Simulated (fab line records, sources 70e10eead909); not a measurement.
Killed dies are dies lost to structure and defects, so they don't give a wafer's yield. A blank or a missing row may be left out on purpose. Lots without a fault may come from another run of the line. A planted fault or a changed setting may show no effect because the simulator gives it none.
A struck lot beside a sound one | flow nand_harc | 15 steps out of a route of 1302
Sound: wafers L988.2, L988.3, L988.4. Struck: wafers L982.3, L982.4, L982.6. The cause comes at the end.
At each step with rows: each side's tool, then ch and its chambers, then its first start. Under that, the readings that differ: sound wafers | struck wafers | difference of the means | sigmas: that difference in standard deviations of wafers without a fault.
alike: readings whose means differ by less than 2 such deviations, and words and numbers that are the same on both sides. not compared: withheld readings, readings that some wafer has no value for, bounds like >300 that may hide the same value, and numbers for which the record gives no deviation and whose values overlap.
The two part at a step that has a row with sigmas, a row that says differs or no value, or rows on one side only. Numbers that don't overlap but have no deviation are shown without sigmas and don't part them. A reading that every wafer of one side lacks parts them only if that side has two wafers or more.

first, 7 steps without rows for these wafers: NHARC_A_SLIT_HMDS_02 (time 30 s); NHARC_A_SLIT_COAT_03 (resist thk 90 nm); NHARC_A_SLIT_SOFTBAKE_04 (time 55 s); NHARC_A_SLIT_EBR_05; NHARC_A_SLIT_EXPOSE_06 (exposes mask SLIT); NHARC_A_SLIT_PEB_07 (peb time 65 s); NHARC_A_SLIT_DEVELOP_08 (develop time 35 s).
NHARC_A_SLIT_CD_MEAS_09: target cd 300 nm.
  sound on cd_sem-02 ch 0, day 25 20:42; struck on cd_sem-02 ch 0, day 22 13:14
  alike: cd_nm
NHARC_A_SLIT_OVL_MEAS_10:
  sound on overlay-02, day 25 20:47; struck on overlay-02, day 22 13:19
  reading           | sound       | struck         | difference | sigmas
  overlay_y_nm (nm) | 0.5 0.7 0.3 | -2.0 -2.7 -2.3 | -2.8       | -3
  alike: overlay_x_nm
NHARC_A_SLIT_INSPECT_11:
  sound on defect_inspect-01, day 25 20:49; struck on defect_inspect-02, day 22 13:21
  alike: raw_defect_count
NHARC_A_SLIT_DESCUM_14: chemistry O2, time 3 s.
  sound on rie_diel-02 ch 0,2,3, day 25 20:53; struck on rie_diel-02 ch 0,1,2, day 22 13:25
  alike: drypump_motor_current_A, oes_product_au, rf_vpp_V, showerhead_plenum_p_Torr, throttle_valve_pct
  not compared: rf_hours_counter_h
NHARC_A_SLIT_ETCH_24: etches the open film in CF4/CHF3, target depth 121 nm, time 60.5 s.
  sound on rie_diel-02 ch 0,1,3, day 25 20:58; struck on rie_diel-02 ch 2,3, day 22 13:29
  alike: drypump_motor_current_A, oes_product_au, rf_vpp_V, showerhead_plenum_p_Torr, throttle_valve_pct
  not compared: rf_hours_counter_h
NHARC_A_SLIT_ETCH_15: etches the open film in O2/COS, target depth 6200 nm, time 1612 s.
  sound on rie_diel-02 ch 1,2,3, day 25 21:10; struck on rie_diel-02 ch 2,3, day 22 13:35
  reading               | sound             | struck            | difference | sigmas
  oes_product_au (a.u.) | 1.024 0.987 0.989 | 1.229 1.268 1.225 | +0.241     | +22
  alike: drypump_motor_current_A, rf_vpp_V, showerhead_plenum_p_Torr, throttle_valve_pct
  not compared: rf_hours_counter_h
NHARC_A_SLIT_ETCH_17: etches the open film in C4F8/O2/Ar, time 4254.5 s, target depth 20300 nm.
  sound on har_etch-02 ch 0,1, day 25 22:32; struck on har_etch-01 ch 0,1, day 22 15:52
  alike: drypump_motor_current_A, showerhead_plenum_p_Torr, throttle_valve_pct
  not compared: rf_hours_counter_h
then, 1 step without rows for these wafers: NHARC_END_SORT_01.

WHERE THEY PART
First at NHARC_A_SLIT_OVL_MEAS_10; last, within this record, at NHARC_A_SLIT_ETCH_15. Later steps at which nothing parts them and some readings are alike: NHARC_A_SLIT_ETCH_17.

WHY: what the simulator had put in
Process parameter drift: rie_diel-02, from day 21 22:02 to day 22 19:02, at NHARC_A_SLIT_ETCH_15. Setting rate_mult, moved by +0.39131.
